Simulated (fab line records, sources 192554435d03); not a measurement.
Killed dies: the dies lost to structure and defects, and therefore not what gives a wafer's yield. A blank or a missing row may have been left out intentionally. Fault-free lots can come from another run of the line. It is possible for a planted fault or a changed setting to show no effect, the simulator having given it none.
fab line records	flow n5_finfet
record: lots: 24	wafers: 72	last_day: 21
route steps=1938 shown BEOL_M15@1813 MIM_TOP@1837 MIM_TOP_LITHO@1848
lots that met no fault: from a run of the same line without faults
start_h: hours from the record's opening day to when the first of the lot's shown wafers began	wait_h: hours elapsed since this lot's preceding step	" identical to the entry in the row above	L1.1+2: a single row standing in for several wafers	- value missing, or start not given	* or withheld: withheld	< > ~ a bound
route shown NAME@n: names a module that has steps shown in the file, with the first one's number in the route	usual: mean/standard deviation of fault-free wafers	same: alike in all rows	chamber/n: place in a boat	sites: each site's reading	_std_site: how widely they spread, as a standard deviation	_edge_site: the outer-site mean with the inner-site mean subtracted	radius_mm: for every site, how far away it sits from the centre of the wafer	mask NAME#n: copy n	behind: the most recent tool/chamber to have shaped the wafer	hold: reason for holding the lot/hours on hold/outcome of the hold	device: names the non-switching transistor (n, p or np)	end of line: at the end of the route, the tests of the same wafers	a step with no rows: only its recipe	killed: dies lost to structure and defects at the first sort, not the wafer's yield	map: a wafer's dies, x killed, . not, _ none there
set.NAME: the setting as run; set.NAME@STEP: as run at that earlier step	model.NAME: the simulator's own value behind a step, which no gauge read
steps of the route over a sample of lots; a table a step, a row a wafer
services: from which hour (start_h, from the record's first day; less than 0 if before it) a tool's chamber was out of use, for how many hours, and why
== steps ==
step: N5_BEOL_M15_STRIP_37
recipe: chemistry: O2	power_w: 600	temp_c: 60	pressure_mtorr: 30	rf_frequency_hz: 6e+07	bias_power_w: 0	overash_fraction: 0.3	o2_flow_sccm: 225
usual: drypump_motor_current_A: 5.6/0.45	oes_product_au: 0.79/0.092	rf_vpp_V: 3.7/0.68	showerhead_plenum_p_Torr: 2.10/0.087	throttle_valve_pct: 16.64/0.23
lot.wafer	tool	chamber	start_h	wait_h	drypump_motor_current_A	oes_product_au	rf_hours_counter_h	rf_vpp_V	showerhead_plenum_p_Torr	throttle_valve_pct
L074.1	rie_diel-05	0	-	-	5.0	0.69	217	3.3	2.00	16.91
L074.4	"	2	"	"	6.1	0.73	172	3.6	2.18	16.63
L074.6	"	0	"	"	5.0	0.69	-	4.0	2.00	16.91
L077.2	rie_diel-05	0	-	-	5.0	0.69	218	4.7	1.99	16.92
L077.3	"	2	"	"	6.1	0.72	175	3.6	2.18	16.63
L077.5	"	2	"	"	6.1	0.73	-	3.5	2.18	16.62
L075.2	rie_diel-06	0	-	-	5.8	0.75	177	3.4	2.06	16.79
L075.3	"	3	"	"	6.0	0.87	55	3.5	2.12	16.56
L075.4	"	2	"	"	5.5	0.95	-	3.7	2.04	16.14
L076.2	rie_diel-02	0	-	-	4.8	0.90	30	3.0	2.24	16.87
L076.4	"	3	"	"	5.7	0.79	130	3.4	2.00	16.90
L076.6	"	3	"	"	5.7	0.78	-	3.3	2.00	16.90
L078.2	rie_diel-02	3	-	-	5.7	0.78	132	2.7	2.00	16.92
L078.4	"	0	"	"	4.8	0.89	32	4.0	2.24	16.88
L078.5	"	3	"	"	5.7	0.77	-	2.8	2.00	16.91
L080.2	rie_diel-02	0	-	-	4.8	0.88	37	4.5	2.24	16.88
L080.4	"	1	"	"	6.4	0.76	138	4.1	2.22	16.77
L080.5	"	3	"	"	5.7	0.79	-	3.8	2.00	16.93
L082.3	rie_diel-06	0	-	-	5.8	0.74	188	3.4	2.05	16.81
L082.4	"	2	"	"	5.5	0.92	20	4.2	2.04	16.13
L082.6	"	0	"	"	5.8	0.72	-	3.5	2.05	16.82
L079.4	rie_diel-06	0	-	-	5.8	0.74	188	3.9	2.05	16.83
L079.5	"	1	"	"	5.6	0.75	-	3.8	2.19	16.52
L079.6	"	2	"	"	5.5	0.94	-	4.3	2.04	16.13
L086.2	rie_diel-05	1	-	-	5.6	0.92	7	3.4	2.11	16.33
L086.3	"	2	"	"	6.1	0.71	195	4.1	2.17	16.66
L086.4	"	3	"	"	5.7	0.68	231	3.5	1.97	16.65
L081.3	rie_diel-05	2	-	-	6.1	0.71	196	3.1	2.17	16.67
L081.5	"	0	"	"	5.0	0.68	-	4.6	1.99	16.97
L081.6	"	3	"	"	5.8	0.68	-	3.9	1.97	16.65
L083.2	rie_diel-06	2	-	-	5.5	0.90	30	4.0	2.04	16.14
L083.3	"	3	"	"	6.1	0.83	75	4.0	2.11	16.61
L083.6	"	1	"	"	5.5	0.74	-	2.5	2.19	16.54
L084.1	rie_diel-02	3	-	-	5.7	0.78	147	5.0	2.00	16.97
L084.4	"	3	"	"	5.7	0.78	-	3.1	2.00	16.94
L084.5	"	0	"	"	4.8	0.86	-	4.1	2.23	16.89
L090.3	rie_diel-05	0	-	-	5.0	0.66	246	3.5	1.99	16.96
L090.4	"	1	"	"	5.6	0.91	14	2.9	2.11	16.35
L090.6	"	1	"	"	5.6	0.91	-	4.2	2.11	16.33
L085.2	rie_diel-05	1	-	-	5.5	0.92	15	2.7	2.11	16.35
L085.3	"	2	"	"	6.2	0.72	203	3.6	2.16	16.66
L085.4	"	0	"	"	5.0	0.68	247	5.1	1.99	17.01
L089.1	rie_diel-02	3	-	-	5.7	0.77	158	2.6	1.99	16.96
L089.2	"	2	"	"	5.0	0.89	37	3.5	2.14	16.48
L089.4	"	0	"	"	4.8	0.87	58	2.3	2.23	16.90
L087.1	rie_diel-06	2	-	-	5.5	0.90	35	3.6	2.04	16.18
L087.2	"	3	"	"	6.0	0.83	85	4.2	2.11	16.61
L087.6	"	0	"	"	5.8	0.72	-	2.4	2.05	16.85
L088.2	rie_diel-05	1	-	-	5.5	0.89	24	3.4	2.11	16.34
L088.5	"	1	"	"	5.6	0.90	-	3.7	2.11	16.34
L088.6	"	3	"	"	5.8	0.67	-	3.4	1.96	16.69
L091.3	rie_diel-02	3	-	-	5.7	0.78	160	4.0	1.99	16.98
L091.4	"	0	"	"	4.8	0.86	60	3.5	2.23	16.94
L091.5	"	0	"	"	4.8	0.86	-	4.1	2.23	16.92
L096.1	rie_diel-05	2	-	-	6.1	0.70	215	3.7	2.16	16.68
L096.2	"	1	"	"	5.6	0.88	27	3.5	2.11	16.36
L096.5	"	3	"	"	5.7	0.66	-	4.3	1.96	16.67
L092.2	rie_diel-02	2	-	-	5.0	0.85	48	3.8	2.14	16.49
L092.3	"	0	"	"	4.8	0.84	68	2.8	2.22	16.93
L092.5	"	1	"	"	6.4	0.75	-	4.4	2.20	16.83
L094.2	rie_diel-06	0	-	-	5.8	0.72	211	3.2	2.05	16.83
L094.3	"	3	"	"	6.0	0.81	93	3.6	2.11	16.63
L094.4	"	1	"	"	5.5	0.72	174	3.4	2.18	16.58
L093.2	rie_diel-06	3	-	-	6.1	0.83	94	3.1	2.11	16.65
L093.3	"	0	"	"	5.8	0.71	211	3.5	2.05	16.84
L093.6	"	1	"	"	5.6	0.72	-	4.6	2.18	16.59
L095.1	rie_diel-05	0	-	-	5.0	0.98	6	4.4	2.25	16.48
L095.2	"	1	"	"	5.6	0.88	34	3.3	2.10	16.38
L095.6	"	1	"	"	5.6	0.87	-	3.9	2.10	16.35
L097.4	rie_diel-05	1	-	-	5.6	0.86	-	3.1	2.10	16.36
L097.5	"	0	"	"	5.0	0.94	-	2.9	2.24	16.48
L097.6	"	2	"	"	6.1	0.70	-	3.8	2.16	16.69
step: N5_BEOL_M15_SPUTTER_44
recipe: material: Ta	target_thk_a: 150	temp_c: 50	bias_v: 80	power_w: 15000	chamber_pressure_pa: 0.07	time_s: 24.19
usual: throttle_valve_pct: 29.9/0.69
lot.wafer	tool	chamber	start_h	wait_h	throttle_valve_pct
L074.1	pvd_sputter-01	-	341.55	0.0	29.5
L074.4	"	-	"	"	31.4
L074.6	"	-	"	"	29.3
L077.2	pvd_sputter-01	-	349.47	0.0	29.3
L077.3	"	-	"	"	29.8
L077.5	"	-	"	"	29.7
L075.2	pvd_sputter-01	-	354.48	0.0	31.0
L075.3	"	-	"	"	29.2
L075.4	"	-	"	"	29.7
L076.2	pvd_sputter-02	-	355.74	0.0	29.7
L076.4	"	-	"	"	29.7
L076.6	"	-	"	"	30.7
L078.2	pvd_sputter-01	-	362.91	0.0	29.5
L078.4	"	-	"	"	29.3
L078.5	"	-	"	"	31.0
L080.2	pvd_sputter-01	-	377.89	0.0	29.5
L080.4	"	-	"	"	29.9
L080.5	"	-	"	"	29.5
L082.3	pvd_sputter-02	-	389.86	0.0	29.7
L082.4	"	-	"	"	29.8
L082.6	"	-	"	"	29.8
L079.4	pvd_sputter-02	-	392.24	0.0	30.6
L079.5	"	-	"	"	29.8
L079.6	"	-	"	"	29.8
L086.2	pvd_sputter-03	-	407.08	0.0	30.3
L086.3	"	-	"	"	31.2
L086.4	"	-	"	"	28.7
L081.3	pvd_sputter-03	-	410.52	0.0	28.8
L081.5	"	-	"	"	28.6
L081.6	"	-	"	"	29.4
L083.2	pvd_sputter-01	-	418.65	0.0	29.5
L083.3	"	-	"	"	31.2
L083.6	"	-	"	"	31.0
L084.1	pvd_sputter-03	-	418.81	0.0	28.8
L084.4	"	-	"	"	30.2
L084.5	"	-	"	"	31.3
L090.3	pvd_sputter-01	-	428.93	0.0	29.7
L090.4	"	-	"	"	29.3
L090.6	"	-	"	"	29.2
L085.2	pvd_sputter-03	-	434.41	0.0	28.8
L085.3	"	-	"	"	30.3
L085.4	"	-	"	"	29.7
L089.1	pvd_sputter-01	-	451.60	0.0	31.0
L089.2	"	-	"	"	29.5
L089.4	"	-	"	"	29.1
L087.1	pvd_sputter-02	-	452.16	0.0	29.9
L087.2	"	-	"	"	30.4
L087.6	"	-	"	"	30.1
L088.2	pvd_sputter-01	-	454.96	0.0	31.1
L088.5	"	-	"	"	29.5
L088.6	"	-	"	"	31.2
L091.3	pvd_sputter-02	-	455.00	0.0	29.5
L091.4	"	-	"	"	29.5
L091.5	"	-	"	"	29.4
L096.1	pvd_sputter-03	-	462.80	0.0	29.1
L096.2	"	-	"	"	30.3
L096.5	"	-	"	"	31.0
L092.2	pvd_sputter-02	-	474.70	0.0	29.3
L092.3	"	-	"	"	30.5
L092.5	"	-	"	"	29.4
L094.2	pvd_sputter-03	-	478.47	0.0	28.7
L094.3	"	-	"	"	30.1
L094.4	"	-	"	"	31.2
L093.2	pvd_sputter-02	-	478.66	0.0	29.7
L093.3	"	-	"	"	29.3
L093.6	"	-	"	"	30.5
L095.1	pvd_sputter-02	-	479.12	0.0	30.7
L095.2	"	-	"	"	29.8
L095.6	"	-	"	"	29.8
L097.4	pvd_sputter-02	-	490.00	0.0	29.5
L097.5	"	-	"	"	30.5
L097.6	"	-	"	"	29.2
step: N5_BEOL_M15_CMP_49
recipe: stop_on: SiO2	t_overpolish_s: 4.9	down_force_psi: 2	platen_rpm: 80	clearing_platen_down_force_psi: 2	clearing_platen_rpm: 80	post_cmp_clean: cu_alkaline	target_thk_nm: 850	clearing_platen_pad_velocity_m_s: 1.5917	pad_velocity_m_s: 1.5917
usual: barrier_field_endpoint_s: 11.40/0.21	clearing_platen_down_force_psi: 2.000/0.004	motor_current_A: 8.3/0.6	overpolish_run_s: 4.900/0.009	slurry_flow_ml_min: 150.0/0.47
same: t_overpolish_s: 4.9
lot.wafer	tool	chamber	start_h	wait_h	barrier_field_endpoint_s	clearing_platen_down_force_psi	motor_current_A	overpolish_run_s	slurry_flow_ml_min
L074.1	cmp-02	3	342.29	0.3	11.39	1.998	9.1	4.896	149.1
L074.4	"	1	"	"	11.44	1.999	8.1	4.899	149.8
L074.6	"	0	"	"	11.55	1.997	7.9	4.896	150.4
L077.3	cmp-02	0	350.30	0.3	11.16	1.999	8.0	4.902	150.8
L077.2	"	1	"	"	11.44	2.002	8.2	4.901	150.4
L077.5	"	2	"	"	11.10	1.994	8.0	4.911	150.1
L075.3	cmp-01	0	355.25	0.2	11.55	1.999	9.2	4.897	150.1
L075.2	"	1	"	"	11.29	2.005	7.2	4.908	149.3
L075.4	"	2	"	"	11.16	1.999	7.8	4.899	149.8
L076.2	cmp-01	2	356.52	0.2	11.52	1.998	7.8	4.896	149.5
L076.4	"	0	"	"	11.65	2.003	8.6	4.888	149.8
L076.6	"	1	"	"	11.26	1.996	7.3	4.900	149.7
L078.2	cmp-03	1	363.65	0.2	11.43	2.002	8.6	4.890	150.8
L078.4	"	0	"	"	11.24	2.006	8.6	4.884	149.4
L078.5	"	2	"	"	11.24	1.997	9.2	4.898	149.9
L080.2	cmp-02	0	378.67	0.2	11.31	2.005	8.0	4.891	150.1
L080.4	"	2	"	"	10.99	1.996	8.3	4.893	148.9
L080.5	"	0	"	"	11.06	2.006	8.1	4.900	150.9
L082.3	cmp-01	3	391.20	0.2	11.17	2.000	7.5	4.895	149.8
L082.4	"	2	"	"	11.15	1.996	7.8	4.906	149.8
L082.6	"	0	"	"	11.87	1.998	8.4	4.901	149.5
L079.4	cmp-03	0	393.09	0.2	11.02	1.999	8.7	4.906	149.8
L079.6	"	1	"	"	11.39	2.009	8.4	4.907	149.7
L079.5	"	2	"	"	11.36	1.991	8.9	4.893	150.0
L086.2	cmp-02	0	407.86	0.2	11.82	2.001	8.6	4.897	149.6
L086.4	"	1	"	"	11.91	2.005	8.8	4.888	150.7
L086.3	"	2	"	"	11.40	1.996	7.8	4.900	149.5
L081.3	cmp-02	3	411.37	0.3	11.06	2.002	8.7	4.892	149.4
L081.5	"	0	"	"	11.16	2.001	8.1	4.920	149.8
L081.6	"	1	"	"	11.30	1.995	8.2	4.896	150.1
L083.3	cmp-02	3	419.49	0.2	11.50	2.005	9.1	4.896	149.7
L083.2	"	0	"	"	11.32	2.001	8.1	4.900	150.3
L083.6	"	2	"	"	11.45	1.999	7.7	4.919	149.3
L084.4	cmp-03	3	419.68	0.1	11.65	2.003	7.6	4.906	149.3
L084.1	"	2	"	"	11.42	2.000	9.0	4.910	150.7
L084.5	"	0	"	"	11.54	2.000	8.6	4.890	150.4
L090.4	cmp-02	0	430.42	0.1	11.39	2.004	7.6	4.889	149.6
L090.3	"	3	"	"	11.68	1.998	8.8	4.903	149.9
L090.6	"	0	"	"	11.61	1.997	8.4	4.891	149.4
L085.2	cmp-03	0	435.45	0.2	11.20	1.999	8.9	4.907	150.5
L085.3	"	2	"	"	11.41	2.001	9.1	4.886	149.9
L085.4	"	3	"	"	11.35	1.998	8.1	4.895	149.9
L089.1	cmp-02	1	452.35	0.3	11.75	2.001	8.3	4.903	150.4
L089.2	"	2	"	"	11.38	2.002	8.2	4.919	149.4
L089.4	"	3	"	"	11.32	2.007	8.9	4.900	149.6
L087.2	cmp-02	3	452.90	0.2	11.44	2.007	9.2	4.885	150.0
L087.1	"	2	"	"	11.53	2.003	8.5	4.899	149.5
L087.6	"	3	"	"	11.64	1.999	9.0	4.887	150.2
L088.2	cmp-02	2	455.84	0.3	11.30	2.000	8.4	4.898	149.3
L088.6	"	0	"	"	11.44	1.994	7.9	4.896	149.6
L088.5	"	1	"	"	11.41	2.000	8.5	4.895	149.9
L091.4	cmp-01	3	456.03	0.1	11.39	2.001	7.4	4.893	149.1
L091.3	"	2	"	"	10.88	1.997	8.2	4.897	149.7
L091.5	"	0	"	"	11.79	2.004	8.7	4.921	149.9
L096.2	cmp-01	1	464.14	0.3	11.45	2.002	7.2	4.903	149.8
L096.1	"	2	"	"	11.14	1.997	8.3	4.896	149.6
L096.5	"	3	"	"	11.40	2.007	7.8	4.900	149.8
L092.3	cmp-03	1	475.59	0.2	11.63	1.998	8.8	4.892	149.4
L092.2	"	2	"	"	11.50	1.998	8.9	4.914	150.4
L092.5	"	2	"	"	11.28	1.997	9.2	4.904	149.6
L094.4	cmp-02	2	479.21	0.1	11.15	2.001	7.9	4.896	150.2
L094.2	"	3	"	"	11.04	2.008	9.4	4.906	150.6
L094.3	"	1	"	"	11.34	2.000	8.4	4.892	150.0
L093.3	cmp-02	1	479.49	0.2	11.53	1.991	7.9	4.905	150.1
L093.2	"	3	"	"	11.37	2.001	8.8	4.905	150.3
L093.6	"	1	"	"	11.30	2.000	8.1	4.903	149.9
L095.2	cmp-03	3	480.07	0.4	11.32	2.003	7.6	4.900	150.3
L095.1	"	0	"	"	11.42	2.003	8.9	4.907	150.5
L095.6	"	0	"	"	11.50	2.003	8.7	4.889	149.8
L097.4	cmp-01	1	490.85	0.2	11.07	1.990	7.0	4.912	150.3
L097.5	"	2	"	"	10.87	2.002	7.8	4.910	149.5
L097.6	"	3	"	"	11.51	2.003	7.4	4.896	149.8
step: N5_BEOL_M15_DEP_53
recipe: material: SiCN	target_thk_a: 500	temp_c: withheld	precursor: 3MS/NH3	pressure_torr: 3	rf_w: 675	time_s: 17.8
usual: rf_fwd_power_W: 665/3.2	showerhead_plenum_p_Torr: 4.157/0.019	showerhead_vpp_V: 1594/67	throttle_valve_pct: 17.8/0.94
lot.wafer	tool	chamber	start_h	wait_h	rf_fwd_power_W	showerhead_plenum_p_Torr	showerhead_vpp_V	throttle_valve_pct
L074.1	pecvd-01	0	342.65	0.0	661	4.137	1670	19.0
L074.4	"	0	"	"	665	4.129	1719	19.2
L074.6	"	2	"	"	660	4.149	1588	17.3
L077.2	pecvd-03	0	350.58	0.0	663	4.178	1662	19.6
L077.3	"	2	"	"	659	4.144	1561	17.5
L077.5	"	1	"	"	665	4.131	1535	18.5
L075.2	pecvd-02	1	355.57	0.0	665	4.180	1677	18.2
L075.3	"	2	"	"	668	4.144	1605	16.9
L075.4	"	2	"	"	665	4.139	1605	17.0
L076.2	pecvd-01	1	356.85	0.0	664	4.184	1465	16.8
L076.4	"	1	"	"	663	4.187	1474	16.6
L076.6	"	0	"	"	660	4.133	1704	19.5
L078.2	pecvd-03	0	364.00	0.0	663	4.184	1648	19.5
L078.4	"	1	"	"	667	4.137	1552	18.7
L078.5	"	0	"	"	662	4.189	1673	19.5
L080.2	pecvd-01	1	378.98	0.0	662	4.186	1503	16.8
L080.4	"	0	"	"	663	4.138	1696	19.2
L080.5	"	1	"	"	664	4.179	1483	16.8
L082.3	pecvd-01	1	391.56	0.0	662	4.181	1481	16.8
L082.4	"	0	"	"	664	4.133	1697	19.1
L082.6	"	2	"	"	664	4.158	1567	17.7
L079.4	pecvd-01	2	393.35	0.0	664	4.163	1584	17.5
L079.5	"	1	"	"	664	4.184	1470	16.7
L079.6	"	0	"	"	667	4.144	1672	19.2
L086.2	pecvd-01	1	408.18	0.0	668	4.187	1483	16.7
L086.3	"	0	"	"	663	4.140	1700	19.3
L086.4	"	2	"	"	663	4.165	1587	17.3
L081.3	pecvd-03	0	411.61	0.0	666	4.181	1665	19.4
L081.5	"	2	"	"	655	4.152	1543	17.3
L081.6	"	0	"	"	661	4.201	1696	19.5
L083.2	pecvd-03	1	419.77	0.0	664	4.139	1518	18.7
L083.3	"	2	"	"	656	4.132	1555	17.4
L083.6	"	0	"	"	661	4.175	1698	19.1
L084.1	pecvd-01	2	420.04	0.0	665	4.157	1577	17.4
L084.4	"	0	"	"	663	4.139	1688	19.5
L084.5	"	1	"	"	665	4.183	1460	16.7
L090.3	pecvd-02	0	430.81	0.0	670	4.156	1594	17.4
L090.4	"	2	"	"	668	4.133	1594	17.1
L090.6	"	0	"	"	667	4.159	1579	17.3
L085.2	pecvd-02	0	435.80	0.0	670	4.160	1588	17.2
L085.3	"	2	"	"	669	4.141	1587	17.1
L085.4	"	1	"	"	668	4.167	1639	17.0
L089.1	pecvd-02	2	452.71	0.0	668	4.129	1569	17.0
L089.2	"	0	"	"	672	4.151	1572	17.5
L089.4	"	2	"	"	668	4.141	1622	17.1
L087.1	pecvd-02	1	453.26	0.0	666	4.171	1672	17.3
L087.2	"	2	"	"	665	4.136	1599	17.1
L087.6	"	0	"	"	668	4.154	1581	17.6
L088.2	pecvd-02	0	456.12	0.0	670	4.159	1589	17.2
L088.5	"	2	"	"	670	4.139	1626	16.8
L088.6	"	1	"	"	667	4.167	1645	17.2
L091.3	pecvd-02	1	456.39	0.0	666	4.169	1645	17.1
L091.4	"	2	"	"	666	4.128	1596	17.4
L091.5	"	1	"	"	664	4.164	1636	17.2
L096.1	pecvd-01	1	464.42	0.0	664	4.180	1528	16.8
L096.2	"	2	"	"	663	4.161	1603	17.6
L096.5	"	0	"	"	667	4.144	1724	19.5
L092.2	pecvd-01	1	475.94	0.0	662	4.191	1494	16.9
L092.3	"	2	"	"	664	4.158	1606	17.6
L092.5	"	1	"	"	663	4.190	1477	16.6
L094.2	pecvd-01	1	479.57	0.0	662	4.181	1485	16.9
L094.3	"	2	"	"	660	4.154	1581	17.5
L094.4	"	1	"	"	665	4.183	1494	17.0
L093.2	pecvd-03	0	479.85	0.0	665	4.185	1701	19.7
L093.3	"	1	"	"	667	4.144	1537	18.6
L093.6	"	2	"	"	660	4.145	1545	17.6
L095.1	pecvd-02	0	480.44	0.0	668	4.172	1589	17.1
L095.2	"	1	"	"	662	4.166	1644	17.0
L095.6	"	0	"	"	668	4.167	1538	17.2
L097.4	pecvd-02	1	491.11	0.0	667	4.172	1657	17.6
L097.5	"	2	"	"	668	4.131	1601	17.4
L097.6	"	0	"	"	668	4.148	1570	16.9
step: N5_MIM_TOP_DEGAS_04
recipe: ambient: vacuum	temp_c: 300	time_s: 60
usual: heater_power_w: 436/39
lot.wafer	tool	chamber	start_h	wait_h	heater_power_w
L074.1	pvd_sputter-01	-	345.77	-	409
L074.4	"	-	"	"	493
L074.6	"	-	"	"	413
L077.2	pvd_sputter-02	-	354.30	-	487
L077.3	"	-	"	"	397
L077.5	"	-	"	"	395
L075.2	pvd_sputter-01	-	358.59	-	478
L075.3	"	-	"	"	439
L075.4	"	-	"	"	410
L076.2	pvd_sputter-02	-	358.90	-	484
L076.4	"	-	"	"	428
L076.6	"	-	"	"	384
L078.2	pvd_sputter-02	-	365.75	-	485
L078.4	"	-	"	"	375
L078.5	"	-	"	"	386
L080.2	pvd_sputter-01	-	382.17	-	413
L080.4	"	-	"	"	516
L080.5	"	-	"	"	409
L082.3	pvd_sputter-01	-	393.57	-	431
L082.4	"	-	"	"	412
L082.6	"	-	"	"	444
L079.4	pvd_sputter-02	-	399.02	-	417
L079.5	"	-	"	"	488
L079.6	"	-	"	"	385
L086.2	pvd_sputter-01	-	411.08	-	470
L086.3	"	-	"	"	401
L086.4	"	-	"	"	518
L081.3	pvd_sputter-02	-	417.50	-	430
L081.5	"	-	"	"	388
L081.6	"	-	"	"	425
L083.2	pvd_sputter-01	-	424.81	-	485
L083.3	"	-	"	"	411
L083.6	"	-	"	"	507
L084.1	pvd_sputter-01	-	425.39	-	501
L084.4	"	-	"	"	392
L084.5	"	-	"	"	511
L090.3	pvd_sputter-03	-	434.69	-	457
L090.4	"	-	"	"	468
L090.6	"	-	"	"	447
L085.2	pvd_sputter-01	-	439.62	-	466
L085.3	"	-	"	"	413
L085.4	"	-	"	"	517
L089.1	pvd_sputter-03	-	456.70	-	459
L089.2	"	-	"	"	374
L089.4	"	-	"	"	422
L087.1	pvd_sputter-03	-	457.16	-	388
L087.2	"	-	"	"	419
L087.6	"	-	"	"	468
L088.2	pvd_sputter-03	-	458.64	-	464
L088.5	"	-	"	"	430
L088.6	"	-	"	"	367
L091.3	pvd_sputter-01	-	460.98	-	414
L091.4	"	-	"	"	438
L091.5	"	-	"	"	416
L096.1	pvd_sputter-02	-	468.31	-	382
L096.2	"	-	"	"	439
L096.5	"	-	"	"	398
L092.2	pvd_sputter-03	-	478.95	-	453
L092.3	"	-	"	"	467
L092.5	"	-	"	"	411
L094.2	pvd_sputter-02	-	484.28	-	438
L094.3	"	-	"	"	391
L094.4	"	-	"	"	489
L093.2	pvd_sputter-02	-	484.48	-	434
L093.3	"	-	"	"	393
L093.6	"	-	"	"	392
L095.1	pvd_sputter-02	-	484.96	-	479
L095.2	"	-	"	"	393
L095.6	"	-	"	"	489
L097.4	pvd_sputter-02	-	494.56	-	378
L097.5	"	-	"	"	472
L097.6	"	-	"	"	393
step: N5_MIM_TOP_LITHO_OVL_MEAS_11
recipe: points_per_wafer: 44
usual: MIM_TOP_OVL: 3/4.7
lot.wafer	tool	chamber	start_h	wait_h	MIM_TOP_OVL[nm]
L074.1	overlay-01	0	346.36	0.0	1
L074.4	"	0	"	"	0
L074.6	"	0	"	"	4
L077.2	overlay-01	0	354.76	0.0	8
L077.3	"	0	"	"	6
L077.5	"	0	"	"	7
L075.2	overlay-01	0	359.18	0.0	5
L075.3	"	0	"	"	-5
L075.4	"	0	"	"	-1
L076.2	overlay-02	0	359.49	0.0	0
L076.4	"	0	"	"	5
L076.6	"	0	"	"	2
L078.2	overlay-02	0	366.21	0.0	3
L078.4	"	0	"	"	-2
L078.5	"	0	"	"	-3
L080.2	overlay-01	0	382.76	0.0	13
L080.4	"	0	"	"	7
L080.5	"	0	"	"	5
L082.3	overlay-01	0	394.03	0.0	4
L082.4	"	0	"	"	0
L082.6	"	0	"	"	3
L079.4	overlay-01	0	399.48	0.0	2
L079.5	"	0	"	"	5
L079.6	"	0	"	"	5
L086.2	overlay-01	0	411.54	0.0	6
L086.3	"	0	"	"	4
L086.4	"	0	"	"	4
L081.3	overlay-01	0	417.96	0.0	4
L081.5	"	0	"	"	3
L081.6	"	0	"	"	-2
L083.2	overlay-02	0	425.27	0.0	8
L083.3	"	0	"	"	-7
L083.6	"	0	"	"	14
L084.1	overlay-02	0	425.85	0.0	5
L084.4	"	0	"	"	-8
L084.5	"	0	"	"	0
L090.3	overlay-02	0	435.28	0.0	13
L090.4	"	0	"	"	10
L090.6	"	0	"	"	11
L085.2	overlay-02	0	440.10	0.0	9
L085.3	"	0	"	"	6
L085.4	"	0	"	"	6
L089.1	overlay-02	0	457.29	0.0	6
L089.2	"	0	"	"	-5
L089.4	"	0	"	"	1
L087.1	overlay-02	0	457.75	0.0	2
L087.2	"	0	"	"	2
L087.6	"	0	"	"	7
L088.2	overlay-02	0	459.14	0.1	-3
L088.5	"	0	"	"	-2
L088.6	"	0	"	"	2
L091.3	overlay-02	0	461.57	0.0	-5
L091.4	"	0	"	"	4
L091.5	"	0	"	"	-1
L096.1	overlay-02	0	468.91	0.0	6
L096.2	"	0	"	"	10
L096.5	"	0	"	"	10
L092.2	overlay-02	0	479.56	0.0	0
L092.3	"	0	"	"	0
L092.5	"	0	"	"	-1
L094.2	overlay-02	0	484.74	0.0	1
L094.3	"	0	"	"	6
L094.4	"	0	"	"	1
L093.2	overlay-02	0	484.94	0.0	14
L093.3	"	0	"	"	10
L093.6	"	0	"	"	11
L095.1	overlay-02	0	485.46	0.1	8
L095.2	"	0	"	"	7
L095.6	"	0	"	"	6
L097.4	overlay-01	0	495.14	0.0	14
L097.5	"	0	"	"	12
L097.6	"	0	"	"	0
== services ==
tool	chamber	start_h	hours	kind
pecvd-01	1	332.90	2.1	scheduled_down
rie_diel-05	0	344.40	2.8	repair
cmp-03	-	345.46	2.0	repair
cmp-03	-	351.98	2.6	repair
pecvd-03	1	352.44	2.7	repair
rie_diel-02	1	367.74	5.0	repair
cmp-02	-	387.25	5.8	pm
pecvd-02	2	391.50	18.6	repair
rie_diel-06	0	401.30	8.8	repair
rie_diel-06	0	411.47	6.5	repair
rie_diel-02	2	417.51	2.8	repair
cmp-02	-	418.69	0.5	repair
rie_diel-06	2	431.53	15.6	repair
pecvd-03	-	434.29	2.4	repair
cmp-01	-	436.24	3.6	repair
pecvd-01	-	447.47	14.6	pm
cmp-02	-	456.25	4.9	pm
pvd_sputter-02	-	472.31	0.6	repair
cmp-01	-	478.99	1.5	repair
cmp-02	-	479.72	4.0	pm
pvd_sputter-01	-	481.99	1.0	repair
cmp-02	-	483.72	-	consumable_replace:conditioner
cmp-02	-	483.72	-	consumable_replace:pad
cmp-02	-	487.93	0.3	repair
== key ==
fault none
